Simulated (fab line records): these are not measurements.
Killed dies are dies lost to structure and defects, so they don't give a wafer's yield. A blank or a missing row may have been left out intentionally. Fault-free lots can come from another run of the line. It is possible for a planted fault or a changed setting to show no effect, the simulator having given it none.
Chamber matching / flow n5 finfet / pecvd-03 running N5_BEOL_M5_ILD_DEP_00: 3 sister chambers
The step deposits SiCOH lowk from DEMS/porogen, target thk 140.64 nm, time 25.9 s. 3 wafers are shown with their chamber, then 12 later ones without.

## WAFERS, EACH WITH ITS CHAMBER
wafer=L089.2; chamber=1; throttle valve pct (%)=14.6
wafer=L089.4; chamber=0; throttle valve pct (%)=14.1
wafer=L089.5; chamber=2; throttle valve pct (%)=13.6

## WAFERS MISSING THEIR CHAMBER
wafer=L092.1; throttle valve pct (%)=13.7
wafer=L092.2; throttle valve pct (%)=14.9
wafer=L092.3; throttle valve pct (%)=13.9
wafer=L094.2; throttle valve pct (%)=13.9
wafer=L094.3; throttle valve pct (%)=14.7
wafer=L094.4; throttle valve pct (%)=13.9
wafer=L097.2; throttle valve pct (%)=13.5
wafer=L097.4; throttle valve pct (%)=13.9
wafer=L097.6; throttle valve pct (%)=14.7
wafer=L095.3; throttle valve pct (%)=13.6
wafer=L095.4; throttle valve pct (%)=14.9
wafer=L095.5; throttle valve pct (%)=14.8

## THE CHAMBER EACH PASSED THROUGH
wafer=L092.1; from the rows above=can't be placed: 2 or 0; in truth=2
wafer=L092.2; from the rows above=1; in truth=1
wafer=L092.3; from the rows above=can't be placed: 0 or 2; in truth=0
wafer=L094.2; from the rows above=can't be placed: 0 or 2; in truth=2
wafer=L094.3; from the rows above=1; in truth=1
wafer=L094.4; from the rows above=can't be placed: 0 or 2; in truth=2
wafer=L097.2; from the rows above=2; in truth=2
wafer=L097.4; from the rows above=can't be placed: 0 or 2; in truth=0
wafer=L097.6; from the rows above=1; in truth=1
wafer=L095.3; from the rows above=2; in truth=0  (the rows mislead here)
wafer=L095.4; from the rows above=1; in truth=1
wafer=L095.5; from the rows above=1; in truth=1
6 of 12 placed correctly. Not placeable from these rows: 5 (in 5, the candidates include the true chamber). Placed wrongly: 1.
How it was worked out, from the rows above alone: a wafer's distance from a chamber is the root of the sum, over the readings, of the square of ((its reading less the chamber's mean) divided by the reading's scatter). If the next closest chamber is less than 2 further off than the closest, the wafer can't be placed; otherwise it belongs to the closest. A chamber's mean is the mean of its shown wafers. The scatter (one wafer shown for each chamber): square how far every hidden wafer sits from the nearest shown wafer, average those squares and take the square root.
